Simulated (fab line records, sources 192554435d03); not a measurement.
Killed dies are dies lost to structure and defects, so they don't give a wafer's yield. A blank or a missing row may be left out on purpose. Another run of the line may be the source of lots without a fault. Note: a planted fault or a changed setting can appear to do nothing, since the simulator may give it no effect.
fab line records + flow n5Finfet + part 2 of 2: steps 20 to 29 of 29
[record]
- lots = 5
- wafers = 15
- lastDay = 15
route steps=1938 shown BEOL_M10@1497
lots that met no fault: from a run of the same line without faults
startH: the number of hours between the record's first day and the start of the first shown wafer of the lot + waitH: hours from the lot's prior step to this one + " as in the row above + L1.1+2: several wafers, shown together as one row + - either no value or no given start + * or withheld: withheld + < > ~ a bound
route shown NAME@n: names a module that has steps shown in the file, with the first one's number in the route + usual: average and standard deviation across the fault-free wafers + same: alike in all rows + chamber/n: place in a boat + sites: per-site readings + _std_site: standard deviation across them + _edge_site: mean of outer sites minus mean of inner sites + radiusMm: how far each site lies from the wafer's centre + mask NAME#n: copy n + behind: tool/chamber where the wafer was last shaped + hold: why the lot was held/for how many hours/how that ended + device: the n, p or np transistor that did not switch + end of line: at the end of the route, the tests of the same wafers + a step with no rows: only its recipe + killed: not the wafer's yield, but the dies lost to structure and defects at the first sort + map: per-die view of a wafer (x killed, . not killed, _ where there is no die)
set.NAME: the setting the step ran with; set.NAME@STEP: the setting that earlier step ran with + model.NAME: the simulator's own value behind a step, which no gauge read
lots at some steps of the route; a table a step, a row a wafer
services: the hour from which a tool's chamber was out of use, counted from the record's first day as startH (under 0 if before that day), plus the number of hours and why
[[steps]]
[step N5_BEOL_M10_HM_STRIP_39]
[recipe]
- chemistry = peroxideTinStrip
- material = TiN
- targetDepthA = 250
- tempC = 50
- timeS = 158
[usual]
- bathGuardTempC = 50.0/0.49
- tempC = 50.00/0.11
| lot.wafer | tool        | chamber | startH | waitH | bathGuardTempC | tempC |
|-----------|-------------|---------|--------|-------|----------------|-------|
| L074.1    | wetBench-02 | 7       | 225.89 | 0.0   | 50.5           | 49.96 |
| L074.5    | "           | 0       | "      | "     | 50.3           | 50.05 |
| L074.6    | "           | 3       | "      | "     | 51.2           | 49.98 |
| L078.1    | wetBench-03 | 4       | 242.41 | 0.0   | 49.4           | 49.82 |
| L078.2    | "           | 0       | "      | "     | 50.8           | 50.02 |
| L078.4    | "           | 1       | "      | "     | 50.0           | 50.03 |
| L083.3    | wetBench-03 | 5       | 268.24 | 0.0   | 50.2           | 49.92 |
| L083.4    | "           | 0       | "      | "     | 50.7           | 50.02 |
| L083.5    | "           | 7       | "      | "     | 49.7           | 50.12 |
| L087.2    | wetBench-04 | 0       | 307.47 | 0.0   | 49.2           | 49.89 |
| L087.5    | "           | 1       | "      | "     | 49.9           | 49.97 |
| L087.6    | "           | 3       | "      | "     | 49.7           | 49.88 |
| L089.1    | wetBench-02 | 3       | 325.88 | 0.0   | 50.8           | 50.13 |
| L089.2    | "           | 4       | "      | "     | 49.7           | 49.90 |
| L089.4    | "           | 5       | "      | "     | 50.6           | 50.04 |
[step N5_BEOL_M10_SRD_40]
[recipe]
- timeS = 30
- tempC = 23
- rinseLiquid = diw
- dry = ipaMarangoni
[usual]
- tempC = 22.99/0.098
| lot.wafer | tool        | chamber | startH | waitH | tempC |
|-----------|-------------|---------|--------|-------|-------|
| L074.1    | wetBench-02 | 7       | 225.94 | 0.0   | 22.98 |
| L074.5    | "           | 0       | "      | "     | 22.97 |
| L074.6    | "           | 3       | "      | "     | 23.04 |
| L078.1    | wetBench-03 | 4       | 242.45 | 0.0   | 23.09 |
| L078.2    | "           | 0       | "      | "     | 23.06 |
| L078.4    | "           | 1       | "      | "     | 23.08 |
| L083.3    | wetBench-03 | 5       | 268.28 | 0.0   | 22.81 |
| L083.4    | "           | 0       | "      | "     | 22.95 |
| L083.5    | "           | 7       | "      | "     | 22.99 |
| L087.2    | wetBench-04 | 0       | 307.52 | 0.0   | 22.93 |
| L087.5    | "           | 1       | "      | "     | 22.91 |
| L087.6    | "           | 3       | "      | "     | 22.98 |
| L089.1    | wetBench-02 | 3       | 325.93 | 0.0   | 23.01 |
| L089.2    | "           | 4       | "      | "     | 23.01 |
| L089.4    | "           | 5       | "      | "     | 22.95 |
[step N5_BEOL_M10_PRECLEAN_42]
[recipe]
- chemistry = residueRemover
- timeS = 60
- tempC = 40
[usual]
- bathGuardTempC = 40.0/0.5
- tempC = 40.02/0.12
| lot.wafer | tool        | chamber | startH | waitH | bathGuardTempC | tempC |
|-----------|-------------|---------|--------|-------|----------------|-------|
| L074.1    | wetBench-02 | 7       | 225.96 | 0.0   | 40.2           | 40.23 |
| L074.5    | "           | 0       | "      | "     | 40.6           | 39.95 |
| L074.6    | "           | 3       | "      | "     | 41.0           | 40.00 |
| L078.1    | wetBench-03 | 4       | 242.47 | 0.0   | 39.4           | 40.12 |
| L078.2    | "           | 0       | "      | "     | 40.4           | 40.13 |
| L078.4    | "           | 1       | "      | "     | 40.0           | 39.92 |
| L083.3    | wetBench-03 | 5       | 268.30 | 0.0   | 39.5           | 40.11 |
| L083.4    | "           | 0       | "      | "     | 40.5           | 39.94 |
| L083.5    | "           | 7       | "      | "     | 39.6           | 40.15 |
| L087.2    | wetBench-04 | 0       | 307.53 | 0.0   | 39.1           | 39.93 |
| L087.5    | "           | 1       | "      | "     | 39.5           | 40.17 |
| L087.6    | "           | 3       | "      | "     | 39.1           | 39.83 |
| L089.1    | wetBench-02 | 3       | 325.95 | 0.0   | 40.8           | 39.89 |
| L089.2    | "           | 4       | "      | "     | 39.6           | 39.81 |
| L089.4    | "           | 5       | "      | "     | 40.6           | 40.12 |
[step N5_BEOL_M10_SRD_43]
[recipe]
- timeS = 30
- tempC = 23
- rinseLiquid = diw
- dry = ipaMarangoni
[usual]
- tempC = 22.98/0.1
| lot.wafer | tool        | chamber | startH | waitH | tempC |
|-----------|-------------|---------|--------|-------|-------|
| L074.1    | wetBench-02 | 7       | 225.98 | 0.0   | 22.94 |
| L074.5    | "           | 0       | "      | "     | 22.98 |
| L074.6    | "           | 3       | "      | "     | 22.96 |
| L078.1    | wetBench-03 | 4       | 242.49 | 0.0   | 23.02 |
| L078.2    | "           | 0       | "      | "     | 23.12 |
| L078.4    | "           | 1       | "      | "     | 22.94 |
| L083.3    | wetBench-03 | 5       | 268.32 | 0.0   | 23.10 |
| L083.4    | "           | 0       | "      | "     | 22.96 |
| L083.5    | "           | 7       | "      | "     | 22.88 |
| L087.2    | wetBench-04 | 0       | 307.55 | 0.0   | 23.09 |
| L087.5    | "           | 1       | "      | "     | 22.76 |
| L087.6    | "           | 3       | "      | "     | 23.10 |
| L089.1    | wetBench-02 | 3       | 325.97 | 0.0   | 22.95 |
| L089.2    | "           | 4       | "      | "     | 22.99 |
| L089.4    | "           | 5       | "      | "     | 23.13 |
[step N5_BEOL_M10_CD_MEAS_35]
[recipe]
- targetCdNm = 70
- polarity = opening
[usual]
- cdNm = 69.6/0.67
| lot.wafer | tool     | chamber | startH | waitH | cdNm |
|-----------|----------|---------|--------|-------|------|
| L074.1    | cdSem-02 | -       | 226.02 | 0.0   | 69.6 |
| L074.5    | "        | -       | "      | "     | 68.9 |
| L074.6    | "        | -       | "      | "     | 68.8 |
| L078.1    | cdSem-01 | -       | 242.53 | 0.0   | 69.5 |
| L078.2    | "        | -       | "      | "     | 69.8 |
| L078.4    | "        | -       | "      | "     | 70.1 |
| L083.3    | cdSem-03 | -       | 268.36 | 0.0   | 68.7 |
| L083.4    | "        | -       | "      | "     | 68.6 |
| L083.5    | "        | -       | "      | "     | 70.3 |
| L087.2    | cdSem-03 | -       | 307.59 | 0.0   | 68.9 |
| L087.5    | "        | -       | "      | "     | 68.8 |
| L087.6    | "        | -       | "      | "     | 69.6 |
| L089.1    | cdSem-01 | -       | 326.02 | 0.0   | 69.4 |
| L089.2    | "        | -       | "      | "     | 69.2 |
| L089.4    | "        | -       | "      | "     | 68.7 |
[step N5_BEOL_M10_CURE_72]
[recipe]
- tempC = 370
- timeS = 120
- ambient = DMADMS/He
- material = SiCOH_lowk
[usual]
- lampPowerPct = 52.31/0.05
- wafer_temp_C_max = 371.7/0.45
| lot.wafer | tool      | chamber | startH | waitH | lampPowerPct | wafer_temp_C_max |
|-----------|-----------|---------|--------|-------|--------------|------------------|
| L074.1    | uvCure-02 | 1       | 226.06 | 0.0   | 52.24        | 372.4            |
| L074.5    | "         | 1       | "      | "     | 52.40        | 372.0            |
| L074.6    | "         | 1       | "      | "     | 52.32        | 372.5            |
| L078.1    | uvCure-01 | 2       | 242.57 | 0.0   | 52.31        | 371.7            |
| L078.2    | "         | 2       | "      | "     | 52.34        | 371.7            |
| L078.4    | "         | 2       | "      | "     | 52.35        | 370.8            |
| L083.3    | uvCure-02 | 2       | 268.50 | 0.1   | 52.27        | 371.5            |
| L083.4    | "         | 2       | "      | "     | 52.29        | 371.7            |
| L083.5    | "         | 2       | "      | "     | 52.33        | 371.7            |
| L087.2    | uvCure-01 | 0       | 307.68 | 0.1   | 52.27        | 371.6            |
| L087.5    | "         | 0       | "      | "     | 52.30        | 372.5            |
| L087.6    | "         | 0       | "      | "     | 52.34        | 372.4            |
| L089.1    | uvCure-02 | 1       | 326.06 | 0.0   | 52.35        | 372.1            |
| L089.2    | "         | 1       | "      | "     | 52.34        | 372.5            |
| L089.4    | "         | 1       | "      | "     | 52.31        | 372.3            |
[step N5_BEOL_M10_DEGAS_44]
[recipe]
- ambient = vacuum
- tempC = 250
- timeS = 60
[usual]
- heaterPowerW = 337/28
| lot.wafer | tool          | chamber | startH | waitH | heaterPowerW |
|-----------|---------------|---------|--------|-------|--------------|
| L074.1    | pvdSputter-03 | -       | 226.40 | 0.3   | 306          |
| L074.5    | "             | -       | "      | "     | 296          |
| L074.6    | "             | -       | "      | "     | 328          |
| L078.1    | pvdSputter-02 | -       | 243.06 | 0.4   | 307          |
| L078.2    | "             | -       | "      | "     | 319          |
| L078.4    | "             | -       | "      | "     | 350          |
| L083.3    | pvdSputter-01 | -       | 269.15 | 0.6   | 332          |
| L083.4    | "             | -       | "      | "     | 303          |
| L083.5    | "             | -       | "      | "     | 331          |
| L087.2    | pvdSputter-03 | -       | 308.03 | 0.3   | 390          |
| L087.5    | "             | -       | "      | "     | 350          |
| L087.6    | "             | -       | "      | "     | 312          |
| L089.1    | pvdSputter-03 | -       | 326.95 | 0.8   | 310          |
| L089.2    | "             | -       | "      | "     | 394          |
| L089.4    | "             | -       | "      | "     | 344          |
[step N5_BEOL_M10_PRE_CLEAN_45]
[recipe]
- gas = H2/He
- timeS = 30
- tempC = 250
[usual]
- heaterPowerW = 337/28
| lot.wafer | tool          | chamber | startH | waitH | heaterPowerW |
|-----------|---------------|---------|--------|-------|--------------|
| L074.1    | pvdSputter-03 | -       | 226.44 | 0.0   | 304          |
| L074.5    | "             | -       | "      | "     | 307          |
| L074.6    | "             | -       | "      | "     | 324          |
| L078.1    | pvdSputter-02 | -       | 243.10 | 0.0   | 307          |
| L078.2    | "             | -       | "      | "     | 313          |
| L078.4    | "             | -       | "      | "     | 361          |
| L083.3    | pvdSputter-01 | -       | 269.19 | 0.0   | 327          |
| L083.4    | "             | -       | "      | "     | 315          |
| L083.5    | "             | -       | "      | "     | 332          |
| L087.2    | pvdSputter-03 | -       | 308.07 | 0.0   | 390          |
| L087.5    | "             | -       | "      | "     | 352          |
| L087.6    | "             | -       | "      | "     | 314          |
| L089.1    | pvdSputter-03 | -       | 326.99 | 0.0   | 314          |
| L089.2    | "             | -       | "      | "     | 393          |
| L089.4    | "             | -       | "      | "     | 345          |
[step N5_BEOL_M10_ALD_74]
[recipe]
- material = TaN
- targetThkA = 20
- tempC = 275
- aldPrecursorFamily = PDMAT
- aldCoReactant = NH3
- pressureTorr = 3
- carrierFlowSccm = 1500
- pulseTimeS = 2
- purgeTimeS = 3
- coReactantPurgeTimeS = 2
- coReactantPulseTimeS = 3
- aldCycles = 40
- precursorVesselTempC = 75
- precursorVesselPressureTorr = 26.25
- precursorVesselCarrierSccm = 1000
[usual]
- heaterPowerW = 419/32
[same]
- pulseTimeS = 2
- purgeTimeS = 3
| lot.wafer | tool        | chamber | startH | waitH | heaterPowerW |
|-----------|-------------|---------|--------|-------|--------------|
| L074.1    | aldMetal-04 | 2       | 226.50 | 0.0   | 496          |
| L074.5    | "           | 2       | "      | "     | 481          |
| L074.6    | "           | 3       | "      | "     | 413          |
| L078.1    | aldMetal-01 | 2       | 243.25 | 0.1   | 444          |
| L078.2    | "           | 0       | "      | "     | 455          |
| L078.4    | "           | 3       | "      | "     | 392          |
| L083.3    | aldMetal-01 | 0       | 269.31 | 0.1   | 443          |
| L083.4    | "           | 3       | "      | "     | 394          |
| L083.5    | "           | 2       | "      | "     | 448          |
| L087.2    | aldMetal-04 | 0       | 308.16 | 0.1   | 395          |
| L087.5    | "           | 3       | "      | "     | 408          |
| L087.6    | "           | 0       | "      | "     | 406          |
| L089.1    | aldMetal-01 | 3       | 327.10 | 0.1   | 384          |
| L089.2    | "           | 0       | "      | "     | 471          |
| L089.4    | "           | 2       | "      | "     | 441          |
[step N5_BEOL_M10_SURFACE_TREAT_76]
[recipe]
- gas = Ar
- timeS = *
- ionEnergyEv = *
- ionCurrentMaCm2 = 0.5
- pressureMtorr = *
- arFlowSccm = 30
[usual]
- throttleValvePct = *
| lot.wafer | tool          | chamber | startH | waitH | throttleValvePct |
|-----------|---------------|---------|--------|-------|------------------|
| L074.1    | pvdSputter-03 | -       | 226.80 | 0.2   | *                |
| L074.5    | "             | -       | "      | "     | *                |
| L074.6    | "             | -       | "      | "     | *                |
| L078.1    | pvdSputter-03 | -       | 243.61 | 0.2   | *                |
| L078.2    | "             | -       | "      | "     | *                |
| L078.4    | "             | -       | "      | "     | *                |
| L083.3    | pvdSputter-02 | -       | 270.83 | 1.4   | *                |
| L083.4    | "             | -       | "      | "     | *                |
| L083.5    | "             | -       | "      | "     | *                |
| L087.2    | pvdSputter-02 | -       | 308.48 | 0.2   | *                |
| L087.5    | "             | -       | "      | "     | *                |
| L087.6    | "             | -       | "      | "     | *                |
| L089.1    | pvdSputter-03 | -       | 327.47 | 0.2   | *                |
| L089.2    | "             | -       | "      | "     | *                |
| L089.4    | "             | -       | "      | "     | *                |
[[services]]
| tool           | chamber | startH | hours | kind   |
|----------------|---------|--------|-------|--------|
| uvCure-02      | -       | 202.91 | 8.6   | repair |
| aldMetal-04    | -       | 204.05 | 1.2   | repair |
| arfiScanner-03 | -       | 206.83 | 1.0   | pm     |
| aldMetal-04    | -       | 208.64 | 6.0   | pm     |
| arfiScanner-03 | -       | 212.92 | 2.6   | repair |
| arfiScanner-01 | -       | 224.15 | 1.0   | pm     |
| arfiScanner-02 | -       | 234.33 | 1.3   | pm     |
| arfiScanner-02 | -       | 239.47 | 4.9   | pm     |
| aldMetal-04    | -       | 239.48 | 8.7   | pm     |
| arfiScanner-03 | -       | 241.68 | 6.9   | repair |
| uvCure-02      | -       | 251.35 | 1.0   | pm     |
| arfiScanner-02 | -       | 263.52 | 1.0   | pm     |
| uvCure-01      | -       | 265.35 | 7.5   | pm     |
| rieDiel-04     | 2       | 266.00 | 8.9   | repair |
| arfiScanner-01 | -       | 267.83 | 0.8   | pm     |
| uvCure-01      | -       | 272.90 | 7.5   | pm     |
| arfiScanner-03 | -       | 274.01 | 0.8   | pm     |
| aldMetal-04    | 0       | 282.69 | 6.7   | repair |
| arfiScanner-02 | -       | 284.81 | 1.2   | repair |
| uvCure-02      | -       | 293.86 | 0.9   | repair |
| arfiScanner-01 | -       | 301.60 | 3.1   | pm     |
| rieDiel-02     | 3       | 307.91 | 13.1  | repair |
| arfiScanner-01 | -       | 310.28 | 1.3   | pm     |
| aldMetal-01    | -       | 320.16 | 0.7   | repair |
